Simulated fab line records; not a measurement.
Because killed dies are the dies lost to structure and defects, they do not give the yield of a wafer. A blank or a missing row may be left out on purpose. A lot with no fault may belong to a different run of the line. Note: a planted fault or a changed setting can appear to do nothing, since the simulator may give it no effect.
fab line records	flow nand_harc	part 1 of 2: steps 1 to 4 of 6
[record] lots = 23	wafers = 69	last_day = 34
route steps=1302 shown P_GATE@156 P_CONTACT@246 P_M0@266
lots untouched by any fault: they come from a run of this same line in which no faults occurred
start_h: hours from the record's first day to the start of the lot's first wafer shown	wait_h: hours from the lot's prior step to this one	" as in the row above	L1.1+2: one row covering several wafers at once	- no value, or no start given	* or withheld: withheld	< > ~ a bound
route shown NAME@n: NAME is a module with steps in the file, n the number in the route of the first one	usual: mean/standard deviation taken from wafers without a fault	same: alike in all rows	chamber/n: place in a boat	sites: per-site readings	_std_site: standard deviation across them	_edge_site: mean of outer sites minus mean of inner sites	radius_mm: for every site, how far away it sits from the centre of the wafer	mask NAME#n: copy n	behind: the tool/chamber that last shaped the wafer	hold: why the lot was held/for how many hours/how that ended	device: names the non-switching transistor (n, p or np)	end of line: at the end of the route, the tests of the same wafers	a step without rows: its recipe alone	killed: dies lost to structure and defects at the first sort, not the wafer's yield	map: a wafer's dies, x killed, . not, _ none there
set.NAME: setting as actually run; set.NAME@STEP: the setting as run at that earlier step	model.NAME: the simulator's own value behind a step, which no gauge read
a sample of lots followed through the steps of the route, with each step as a table and each wafer as a row
services: the hour from which a tool's chamber was out of use, counted from the record's first day as start_h (under 0 if before that day), plus the number of hours and why
[[steps]]
[step NHARC_P_GATE_ETCHBACK_37]
[recipe] target_depth_a = 345	time_s = 17.2	chf3_flow_sccm = 50	o2_flow_sccm = 10	ar_flow_sccm = 200	rf_w = 500	bias_w = 200	chemistry = CHF3/O2
[usual] bias_w = 200.0/0.61	drypump_motor_current_A = 5.6/0.34	oes_product_au = 0.945/0.025	rf_vpp_V = 371.1/2.1	showerhead_plenum_p_Torr = 2.43/0.096	throttle_valve_pct = 20.571/0.0083
lot.wafer	tool	chamber	start_h	wait_h	bias_w	drypump_motor_current_A	oes_product_au	rf_hours_counter_h	rf_vpp_V	showerhead_plenum_p_Torr	throttle_valve_pct
L074.2	rie_diel-01	3	-	-	200.0	5.6	0.939	3.6	369.8	2.38	20.566
L074.4	"	1	"	"	198.5	5.3	0.936	3.4	369.9	2.37	20.568
L074.5	"	2	"	"	200.9	5.8	0.941	-	372.9	2.51	20.561
L075.3	rie_diel-01	0	-	-	200.5	5.0	0.988	3.4	371.7	2.47	20.554
L075.2	"	1	"	"	200.9	5.3	0.979	3.5	370.0	2.37	20.567
L075.5	"	0	"	"	199.0	5.0	0.991	-	370.6	2.47	20.584
L076.2	rie_diel-08	3	-	-	200.7	6.1	0.948	4.4	373.3	2.55	20.570
L076.4	"	0	"	"	198.7	5.5	0.931	4.7	366.9	2.26	20.565
L076.1	"	1	"	"	199.9	5.1	0.943	5.0	368.3	2.34	20.583
L077.2	rie_diel-03	0	-	-	199.7	5.5	0.930	0.9	368.8	2.33	20.568
L077.4	"	2	"	"	199.3	6.0	0.931	1.3	373.6	2.58	20.558
L077.6	"	0	"	"	199.1	5.5	0.921	-	368.7	2.33	20.568
L078.2	rie_diel-03	2	-	-	199.5	6.0	0.925	1.6	374.8	2.58	20.578
L078.3	"	1	"	"	200.2	6.0	0.903	1.2	371.1	2.51	20.576
L078.6	"	3	"	"	200.1	5.7	0.930	-	369.1	2.38	20.581
L079.2	rie_diel-08	0	-	-	200.2	5.5	0.932	6.9	366.9	2.26	20.586
L079.4	"	2	"	"	201.3	5.3	0.932	7.2	371.9	2.49	20.587
L079.6	"	3	"	"	199.6	6.0	0.956	-	373.5	2.54	20.586
L080.4	rie_diel-08	2	-	-	200.7	5.3	0.926	7.3	371.6	2.49	20.570
L080.3	"	0	"	"	200.0	5.5	0.927	7.1	366.8	2.26	20.553
L080.6	"	2	"	"	199.7	5.3	0.919	-	372.2	2.49	20.577
L081.1	rie_diel-03	0	-	-	200.6	5.5	0.923	1.3	369.6	2.33	20.580
L081.6	"	3	"	"	200.8	5.6	0.927	-	370.1	2.38	20.577
L081.5	"	0	"	"	201.1	5.5	0.925	-	370.0	2.33	20.557
L082.2	rie_diel-03	2	-	-	200.5	6.0	0.919	5.6	374.1	2.58	20.575
L082.6	"	1	"	"	199.2	6.0	0.921	-	372.6	2.51	20.582
L082.5	"	2	"	"	199.6	6.1	0.923	-	373.7	2.58	20.572
L083.4	rie_diel-03	0	-	-	199.5	5.5	0.988	2.8	369.6	2.33	20.580
L083.1	"	1	"	"	200.7	6.0	0.974	4.2	372.2	2.51	20.576
L083.6	"	0	"	"	199.5	5.5	0.986	-	368.7	2.33	20.560
L085.2	rie_diel-08	1	-	-	200.0	5.1	0.973	2.3	369.0	2.33	20.558
L085.3	"	3	"	"	200.2	6.0	0.942	1.3	373.7	2.54	20.572
L085.5	"	1	"	"	200.2	5.0	0.959	-	369.8	2.33	20.565
L084.4	rie_diel-08	3	-	-	199.6	6.0	0.954	1.3	374.2	2.54	20.571
L084.6	"	1	"	"	200.0	5.1	0.956	-	369.3	2.33	20.579
L084.5	"	2	"	"	200.9	5.3	0.940	-	372.3	2.48	20.570
L086.3	rie_diel-01	2	-	-	199.9	5.8	0.950	1.3	373.7	2.51	20.569
L086.2	"	3	"	"	200.5	5.6	0.959	0.8	369.2	2.38	20.571
L086.6	"	1	"	"	201.4	5.3	0.951	-	368.7	2.37	20.556
L087.3	rie_diel-03	1	-	-	199.5	6.0	0.914	5.9	373.0	2.51	20.577
L087.6	"	3	"	"	201.1	5.7	0.920	-	369.5	2.38	20.578
L087.5	"	0	"	"	199.8	5.5	0.921	-	370.0	2.33	20.555
L088.3	rie_diel-01	3	-	-	199.7	5.6	0.945	1.4	370.2	2.38	20.552
L088.4	"	0	"	"	200.8	5.0	0.946	1.3	371.1	2.46	20.554
L088.6	"	3	"	"	199.5	5.6	0.949	-	369.0	2.38	20.584
L090.2	rie_diel-01	1	-	-	200.1	5.3	0.930	2.4	370.2	2.37	20.578
L090.1	"	0	"	"	200.1	5.0	0.941	2.4	372.8	2.46	20.569
L090.6	"	1	"	"	200.7	5.3	0.935	-	371.0	2.37	20.569
L091.3	rie_diel-08	1	-	-	201.2	5.1	1.001	6.9	369.0	2.33	20.564
L091.2	"	3	"	"	200.1	6.0	0.985	4.2	372.7	2.54	20.575
L091.6	"	2	"	"	200.6	5.3	0.982	-	373.4	2.48	20.567
L092.1	rie_diel-08	3	-	-	199.0	6.0	0.920	5.3	373.4	2.54	20.578
L092.2	"	0	"	"	199.6	5.5	0.917	6.6	366.4	2.25	20.553
L092.6	"	2	"	"	200.5	5.3	0.922	-	372.8	2.48	20.572
L093.3	rie_diel-01	2	-	-	200.0	5.9	0.946	4.3	374.2	2.51	20.569
L093.4	"	0	"	"	201.1	5.0	0.947	4.1	371.6	2.46	20.584
L093.2	"	1	"	"	200.2	5.3	0.935	4.1	369.7	2.37	20.575
L095.1	rie_diel-08	0	-	-	200.2	5.5	0.944	9.2	366.5	2.25	20.565
L095.2	"	2	"	"	200.8	5.3	0.938	10.1	372.4	2.48	20.565
L095.5	"	3	"	"	199.4	6.0	0.930	-	373.3	2.54	20.559
L094.1	rie_diel-01	3	-	-	200.8	5.6	0.926	5.4	370.1	2.38	20.564
L094.2	"	1	"	"	199.0	5.3	0.934	5.4	371.3	2.37	20.574
L094.5	"	3	"	"	199.6	5.6	0.926	-	369.5	2.38	20.573
L096.4	rie_diel-03	2	-	-	199.7	6.0	0.949	1.7	374.2	2.58	20.555
L096.3	"	3	"	"	199.6	5.7	0.943	1.7	371.2	2.38	20.570
L096.1	"	0	"	"	199.8	5.5	0.924	1.3	369.6	2.33	20.565
L097.2	rie_diel-01	3	-	-	199.2	5.6	1.000	6.0	370.4	2.38	20.576
L097.6	"	1	"	"	199.8	5.3	1.005	-	369.0	2.37	20.577
L097.5	"	2	"	"	199.9	5.9	1.003	-	373.0	2.51	20.576
[step NHARC_P_GATE_STRIP_95]
[recipe] power_w = 1500	temp_c = 250	chemistry = O2
[usual] drypump_motor_current_A = 5.7/0.35	heater_power_w = 343/34
lot.wafer	tool	chamber	start_h	wait_h	drypump_motor_current_A	heater_power_w	rf_hours_counter_h
L074.2	plasma_asher-01	0	111.14	0.5	6.3	325	26
L074.4	"	1	"	"	5.3	289	-
L074.5	"	1	"	"	5.3	287	-
L075.2	plasma_asher-02	1	124.48	0.5	5.3	378	9
L075.3	"	1	"	"	5.3	372	-
L075.5	"	1	"	"	5.3	376	-
L076.1	plasma_asher-01	1	135.46	0.6	5.3	295	30
L076.2	"	0	"	"	6.3	322	30
L076.4	"	1	"	"	5.3	288	-
L077.2	plasma_asher-02	1	143.72	0.6	5.3	378	12
L077.4	"	1	"	"	5.3	382	-
L077.6	"	1	"	"	5.4	390	-
L078.2	plasma_asher-02	1	157.77	0.5	5.4	393	15
L078.3	"	0	"	"	5.8	345	-
L078.6	"	1	"	"	5.4	384	-
L079.2	plasma_asher-02	0	170.27	0.6	5.8	347	19
L079.4	"	0	"	"	5.8	350	-
L079.6	"	1	"	"	5.4	381	-
L080.4	plasma_asher-02	1	174.83	0.4	5.3	388	-
L080.3	"	0	"	"	5.8	349	-
L080.6	"	1	"	"	5.3	381	-
L081.1	plasma_asher-02	0	184.79	0.6	5.8	344	23
L081.6	"	0	"	"	5.9	344	-
L081.5	"	1	"	"	5.4	379	-
L082.2	plasma_asher-02	0	200.61	0.5	5.8	343	26
L082.6	"	1	"	"	5.4	374	-
L082.5	"	0	"	"	5.8	343	-
L083.1	plasma_asher-01	0	210.53	0.5	6.3	303	6
L083.4	"	1	"	"	5.3	301	-
L083.6	"	1	"	"	5.3	295	-
L085.2	plasma_asher-02	1	224.44	0.6	5.4	373	31
L085.3	"	1	"	"	5.3	385	-
L085.5	"	1	"	"	5.3	379	-
L084.4	plasma_asher-02	0	226.81	0.4	5.8	346	-
L084.5	"	0	"	"	5.8	340	-
L084.6	"	1	"	"	5.4	376	-
L086.2	plasma_asher-02	1	235.57	0.5	5.4	375	35
L086.3	"	1	"	"	5.4	384	-
L086.6	"	0	"	"	5.9	341	-
L087.3	plasma_asher-02	1	242.18	0.4	5.4	385	-
L087.6	"	1	"	"	5.4	382	-
L087.5	"	0	"	"	5.8	348	-
L088.3	plasma_asher-02	0	258.97	0.4	5.9	344	-
L088.4	"	1	"	"	5.4	389	-
L088.6	"	0	"	"	5.9	338	-
L090.1	plasma_asher-02	0	276.33	0.6	5.8	351	4
L090.2	"	1	"	"	5.3	387	4
L090.6	"	1	"	"	5.3	372	-
L091.2	plasma_asher-02	1	287.80	0.6	5.4	380	6
L091.3	"	0	"	"	5.8	346	-
L091.6	"	0	"	"	5.8	341	-
L092.2	plasma_asher-01	0	292.66	0.6	6.3	307	22
L092.1	"	1	"	"	5.3	295	22
L092.6	"	1	"	"	5.3	297	-
L093.2	plasma_asher-01	0	303.64	0.5	6.3	310	24
L093.3	"	1	"	"	5.3	295	-
L093.4	"	0	"	"	6.3	305	-
L095.2	plasma_asher-02	0	321.56	0.6	5.8	337	13
L095.1	"	1	"	"	5.3	382	13
L095.5	"	1	"	"	5.3	392	-
L094.2	plasma_asher-01	0	322.74	0.6	6.3	313	28
L094.1	"	1	"	"	5.3	280	28
L094.5	"	1	"	"	5.3	291	-
L096.1	plasma_asher-02	1	336.82	0.5	5.3	389	16
L096.4	"	0	"	"	5.8	351	-
L096.3	"	1	"	"	5.4	379	-
L097.2	plasma_asher-01	1	352.86	0.6	5.3	289	1
L097.6	"	1	"	"	5.3	285	-
L097.5	"	0	"	"	6.3	324	-
[step NHARC_P_GATE_RTA_64]
[recipe] temp_c = 1050	time_s = 1
[usual] lamp_power_pct = 38/4.1	lamp_zone_1_pct = 38/4.1	lamp_zone_5_pct = 38/4.1	wafer_temp_C_max = 1056.3/1.4
lot.wafer	tool	chamber	start_h	wait_h	lamp_power_pct	lamp_zone_1_pct	lamp_zone_5_pct	wafer_temp_C_max
L074.2	rtp_anneal-02	0	111.73	-	41	41	41	1054.4
L074.4	"	0	"	"	41	41	41	1055.9
L074.5	"	0	"	"	41	41	41	1056.4
L075.2	rtp_anneal-02	0	125.07	-	41	41	41	1058.6
L075.3	"	0	"	"	41	41	41	1057.6
L075.5	"	0	"	"	41	41	41	1058.1
L076.1	rtp_anneal-02	0	136.02	-	41	41	41	1056.8
L076.2	"	0	"	"	41	41	41	1056.1
L076.4	"	0	"	"	41	41	41	1056.8
L077.2	rtp_anneal-01	0	144.31	-	33	33	33	1057.2
L077.4	"	0	"	"	33	33	33	1054.6
L077.6	"	0	"	"	33	33	33	1056.8
L078.2	rtp_anneal-01	0	158.35	-	33	33	33	1055.9
L078.3	"	0	"	"	33	33	33	1055.5
L078.6	"	0	"	"	33	33	33	1056.0
L079.2	rtp_anneal-02	0	170.91	-	41	41	41	1056.5
L079.4	"	0	"	"	41	41	41	1056.4
L079.6	"	0	"	"	41	41	41	1055.4
L080.3	rtp_anneal-01	0	175.49	-	33	33	33	1058.3
L080.4	"	0	"	"	33	33	33	1057.0
L080.6	"	0	"	"	33	33	33	1054.7
L081.1	rtp_anneal-02	0	185.35	-	41	41	41	1056.0
L081.5	"	0	"	"	41	41	41	1055.8
L081.6	"	0	"	"	41	41	41	1055.2
L082.2	rtp_anneal-02	0	201.19	-	41	41	41	1058.2
L082.5	"	0	"	"	41	41	41	1054.8
L082.6	"	0	"	"	41	41	41	1056.0
L083.1	rtp_anneal-02	0	211.08	-	41	41	41	1058.3
L083.4	"	0	"	"	41	41	41	1056.2
L083.6	"	0	"	"	41	41	41	1056.5
L085.2	rtp_anneal-01	0	225.03	-	33	33	33	1054.0
L085.3	"	0	"	"	33	33	33	1056.7
L085.5	"	0	"	"	33	33	33	1056.6
L084.4	rtp_anneal-02	0	227.44	-	41	41	41	1057.6
L084.5	"	0	"	"	41	41	41	1057.9
L084.6	"	0	"	"	41	41	41	1056.8
L086.2	rtp_anneal-01	0	236.15	-	33	33	33	1054.9
L086.3	"	0	"	"	33	33	33	1056.1
L086.6	"	0	"	"	33	33	33	1055.3
L087.3	rtp_anneal-01	0	242.78	-	33	33	33	1055.2
L087.5	"	0	"	"	33	33	33	1055.7
L087.6	"	0	"	"	33	33	33	1054.9
L088.3	rtp_anneal-02	0	259.57	-	41	41	41	1057.0
L088.4	"	0	"	"	41	41	41	1056.2
L088.6	"	0	"	"	41	41	41	1055.6
L090.1	rtp_anneal-02	0	277.06	-	41	41	41	1060.2
L090.2	"	0	"	"	41	41	41	1058.5
L090.6	"	0	"	"	41	41	41	1056.0
L091.2	rtp_anneal-02	0	288.39	-	41	41	41	1057.0
L091.3	"	0	"	"	41	41	41	1057.6
L091.6	"	0	"	"	41	41	41	1058.2
L092.1	rtp_anneal-02	0	293.22	-	41	41	41	1055.6
L092.2	"	0	"	"	41	41	41	1056.9
L092.6	"	0	"	"	41	41	41	1056.4
L093.2	rtp_anneal-01	0	304.27	-	33	33	33	1054.5
L093.3	"	0	"	"	33	33	33	1056.9
L093.4	"	0	"	"	33	33	33	1054.7
L095.1	rtp_anneal-02	0	322.12	-	41	41	41	1055.5
L095.2	"	0	"	"	41	41	41	1057.8
L095.5	"	0	"	"	41	41	41	1056.2
L094.1	rtp_anneal-02	0	323.30	-	41	41	41	1057.3
L094.2	"	0	"	"	41	41	41	1054.3
L094.5	"	0	"	"	41	41	41	1057.3
L096.1	rtp_anneal-01	0	337.37	-	33	33	33	1053.5
L096.3	"	0	"	"	33	33	33	1055.4
L096.4	"	0	"	"	33	33	33	1055.0
L097.2	rtp_anneal-01	0	353.46	-	33	33	33	1055.6
L097.5	"	0	"	"	33	33	33	1056.3
L097.6	"	0	"	"	33	33	33	1054.6
[step NHARC_P_CONTACT_PVD_32]
[recipe] target_thk_a = 50	chamber_pressure_pa = 5	power_w = 5000	substrate_temp_c = 200	time_s = 17.7	material = Ti
[usual] throttle_valve_pct = 29.9/1
lot.wafer	tool	chamber	start_h	wait_h	throttle_valve_pct
L074.4	pvd_sputter-03	-	-	-	29.2
L074.2	"	-	"	"	28.6
L074.5	"	-	"	"	29.2
L075.2	pvd_sputter-02	-	-	-	31.2
L075.3	"	-	"	"	30.3
L075.5	"	-	"	"	30.2
L076.4	pvd_sputter-02	-	-	-	29.3
L076.1	"	-	"	"	30.9
L076.2	"	-	"	"	30.0
L077.4	pvd_sputter-03	-	-	-	29.2
L077.2	"	-	"	"	28.8
L077.6	"	-	"	"	29.1
L078.3	pvd_sputter-02	-	-	-	30.2
L078.2	"	-	"	"	30.6
L078.6	"	-	"	"	30.6
L079.4	pvd_sputter-02	-	-	-	29.2
L079.2	"	-	"	"	31.0
L079.6	"	-	"	"	29.1
L080.3	pvd_sputter-01	-	-	-	28.8
L080.4	"	-	"	"	28.4
L080.6	"	-	"	"	29.2
L081.1	pvd_sputter-02	-	-	-	30.6
L081.5	"	-	"	"	29.1
L081.6	"	-	"	"	30.5
L082.2	pvd_sputter-02	-	-	-	30.7
L082.5	"	-	"	"	29.2
L082.6	"	-	"	"	30.7
L083.1	pvd_sputter-02	-	-	-	29.1
L083.4	"	-	"	"	31.0
L083.6	"	-	"	"	29.3
L085.3	pvd_sputter-03	-	-	-	32.3
L085.2	"	-	"	"	28.5
L085.5	"	-	"	"	32.2
L084.4	pvd_sputter-03	-	-	-	28.8
L084.6	"	-	"	"	30.2
L084.5	"	-	"	"	28.5
L086.3	pvd_sputter-01	-	-	-	30.9
L086.2	"	-	"	"	28.7
L086.6	"	-	"	"	30.5
L087.3	pvd_sputter-02	-	-	-	30.7
L087.5	"	-	"	"	29.1
L087.6	"	-	"	"	30.8
L088.3	pvd_sputter-02	-	-	-	30.2
L088.4	"	-	"	"	29.2
L088.6	"	-	"	"	29.3
L090.1	pvd_sputter-01	-	-	-	28.6
L090.2	"	-	"	"	29.5
L090.6	"	-	"	"	30.6
L091.2	pvd_sputter-01	-	-	-	28.7
L091.3	"	-	"	"	28.8
L091.6	"	-	"	"	28.6
L092.1	pvd_sputter-03	-	-	-	32.5
L092.2	"	-	"	"	29.8
L092.6	"	-	"	"	28.9
L093.4	pvd_sputter-02	-	-	-	30.6
L093.2	"	-	"	"	31.1
L093.3	"	-	"	"	29.4
L095.1	pvd_sputter-01	-	-	-	28.7
L095.2	"	-	"	"	28.7
L095.5	"	-	"	"	29.6
L094.2	pvd_sputter-02	-	-	-	29.3
L094.1	"	-	"	"	29.3
L094.5	"	-	"	"	28.9
L096.3	pvd_sputter-01	-	-	-	28.6
L096.4	"	-	"	"	28.5
L096.1	"	-	"	"	29.5
L097.2	pvd_sputter-01	-	-	-	29.6
L097.6	"	-	"	"	29.3
L097.5	"	-	"	"	30.5
